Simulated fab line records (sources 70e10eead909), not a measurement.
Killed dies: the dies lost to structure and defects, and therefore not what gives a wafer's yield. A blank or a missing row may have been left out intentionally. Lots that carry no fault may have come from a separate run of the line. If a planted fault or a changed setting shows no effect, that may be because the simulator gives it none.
Struck lot and sound lot, side by side :: flow nandHarc :: 41 out of 1302 route steps
Sound: the wafers L630.3, L630.4, L630.5. The struck wafers were L640.2, L640.3, L640.5. The cause comes at the end.
At each step with rows: each side's tool, then ch and its chambers, then its first start. Under that, the readings that differ: sound wafers :: struck wafers :: difference of the means :: sigmas: that difference in standard deviations of wafers without a fault.
alike: words and numbers the same on both sides, and readings whose means are apart by under 2 such deviations; not compared: readings that were withheld, readings missing a value for some wafer, numbers with overlapping values and no deviation given by the record, and bounds like >300 which may hide the same value.
A row with sigmas, a row that says differs or no value, or rows on one side alone: a step with any of these is where the two part. Numbers that have no deviation but don't overlap get no sigmas and don't part them. Lack of a reading on every wafer of one side parts them only where that side has two or more wafers.

first, 8 steps without rows for these wafers: NHARC_A_STAIRCASE_HMDS_261 (time 30 s); NHARC_A_STAIRCASE_COAT_262; NHARC_A_STAIRCASE_SOFTBAKE_263 (time 170 s); NHARC_A_STAIRCASE_EBR_264; NHARC_A_STAIRCASE_EXPOSE_265 (exposes mask CHOP 200); NHARC_A_STAIRCASE_PEB_266 (peb time 130 s); NHARC_A_STAIRCASE_DEVELOP_267 (time 140 s); NHARC_A_STAIRCASE_HARDBAKE_269 (time 140 s).
NHARC_A_STAIRCASE_DESCUM_270: chemistry O2, time 3 s.
  sound on rieDiel-13 ch 0,3, day 20 21:11; struck on rieDiel-13 ch 0,2,3, day 24 12:28
  alike: drypumpMotorCurrentA, oesProductAu, rfVppV, showerheadPlenumPTorr, throttleValvePct
  not compared: rfHoursCounterH
then, 1 step without rows for these wafers: NHARC_A_STAIRCASE_ETCH_271 (etches the open film in CF4/CHF3).
NHARC_A_STAIRCASE_HM_OPEN_457: chemistry O2/COS.
  sound: rieDiel-13 ch 0,1,3; struck: rieDiel-13 ch 1,2,3
  alike: drypumpMotorCurrentA, oesProductAu, rfFwdPowerW, rfVppV, showerheadPlenumPTorr, throttleValvePct
  not compared: rfHoursCounterH
NHARC_A_STAIRCASE_STRIP_458: strips in O2/COS.
  sound on rieDiel-13 ch 0,2, day 20 21:44; struck on rieDiel-13 ch 0,3, day 24 12:57
then, 17 steps without rows for these wafers: NHARC_A_STAIRCASE_ETCH_451 (etches the open film in CF4/O2, target depth 30 nm, overetch 3 nm, time 16.5 s); NHARC_A_STAIRCASE_ETCH_273 (etches the open film in C4F8/O2/Ar, target depth 10200 nm, time 2468.6 s); NHARC_A_STAIRCASE_STRIP_274 (strips in O2); NHARC_A_STAIRCASE_STRIP_275 (strips in SPM, time 900 s); NHARC_A_STAIRCASE_PRECLEAN_276 (cleans in SC1); NHARC_A_STAIRCASE_SRD_277; NHARC_A_STAIRCASE_HM_DEP_459 (deposits aC, target thk 1500 nm); NHARC_A_STAIRCASE_DEP_280 (deposits SiON, target thk 30 nm); NHARC_A_STAIRCASE_DEHYDRATE_281 (time 120 s); NHARC_A_STAIRCASE_HMDS_282 (time 30 s); NHARC_A_STAIRCASE_COAT_283; NHARC_A_STAIRCASE_SOFTBAKE_284 (time 170 s); NHARC_A_STAIRCASE_EBR_285; NHARC_A_STAIRCASE_EXPOSE_286 (exposes mask CHOP 100); NHARC_A_STAIRCASE_PEB_287 (peb time 130 s); NHARC_A_STAIRCASE_DEVELOP_288 (time 140 s); NHARC_A_STAIRCASE_HARDBAKE_290 (time 140 s).
NHARC_A_STAIRCASE_DESCUM_291: chemistry O2, time 3 s.
  sound on rieDiel-13 ch 0,2, day 21 04:50; struck on rieDiel-04 ch 0,1,2, day 24 20:23
  alike: drypumpMotorCurrentA, oesProductAu, rfVppV, showerheadPlenumPTorr, throttleValvePct
  not compared: rfHoursCounterH
NHARC_A_STAIRCASE_ETCH_292: etches the open film in CF4/CHF3.
  sound on rieDiel-13 ch 1,2,3, day 21 04:55; struck on rieDiel-04 ch 0,2, day 24 20:28
  alike: drypumpMotorCurrentA, oesProductAu, rfFwdPowerW, rfVppV, showerheadPlenumPTorr, throttleValvePct
  not compared: rfHoursCounterH
then, 2 steps without rows for these wafers: NHARC_A_STAIRCASE_HM_OPEN_460 (chemistry O2/COS); NHARC_A_STAIRCASE_STRIP_461 (strips in O2/COS).
NHARC_A_STAIRCASE_ETCH_452: etches the open film in CF4/O2, target depth 30 nm, overetch 3 nm, time 16.5 s.
  sound: rieDiel-13 ch 0,2; struck: rieDiel-04 ch 1,2,3
  alike: drypumpMotorCurrentA, oesProductAu, rfFwdPowerW, rfVppV, showerheadPlenumPTorr, throttleValvePct
  not compared: rfHoursCounterH
then, 5 steps without rows for these wafers: NHARC_A_STAIRCASE_ETCH_294 (etches the open film in C4F8/O2/Ar, target depth 4989 nm, time 1211.6 s); NHARC_A_STAIRCASE_STRIP_295 (strips in O2); NHARC_A_STAIRCASE_STRIP_296 (strips in SPM, time 900 s); NHARC_A_STAIRCASE_PRECLEAN_297 (cleans in SC1); NHARC_A_STAIRCASE_SRD_298.
-- record jumps: 2 days separate the struck wafers' starts on either side; left off in module A_STAIRCASE, taken up again in module A_SGD_CUT, whose first shown step is the route's number 904 --
NHARC_A_SGD_CUT_DESCUM_14: chemistry O2, time 3 s.
  sound on rieDiel-03 ch 0,3, day 23 13:32; struck on rieDiel-09 ch 1,2, day 27 03:24
reading: hold
sound: - - -
struck: awaitDispo/1.9h/release awaitDispo/1.9h/release awaitDispo/1.9h/release
difference: no value on the sound wafers
sigmas: 

reading: oesProductAu (a.u.)
sound: 1.009 1.036 1.040
struck: 1.006 0.980 0.990
difference: -0.036
sigmas: -3
  alike: drypumpMotorCurrentA, rfVppV, showerheadPlenumPTorr, throttleValvePct
  not compared: rfHoursCounterH
-- jump in the record: it breaks off in module A_SGD_CUT and resumes in module END (first step shown: number 1302 of the route), and 7 days separate the struck wafers' starts before and after --
NHARC_END_SORT_01:
  only the struck wafers appear in the record here, on prober-01 ch 0 at day 33 18:57; the sound ones have no rows

WHERE THEY PART
Last at NHARC_END_SORT_01 as far as this record goes, first at NHARC_A_SGD_CUT_DESCUM_14.

WHY: whatever the simulator had introduced
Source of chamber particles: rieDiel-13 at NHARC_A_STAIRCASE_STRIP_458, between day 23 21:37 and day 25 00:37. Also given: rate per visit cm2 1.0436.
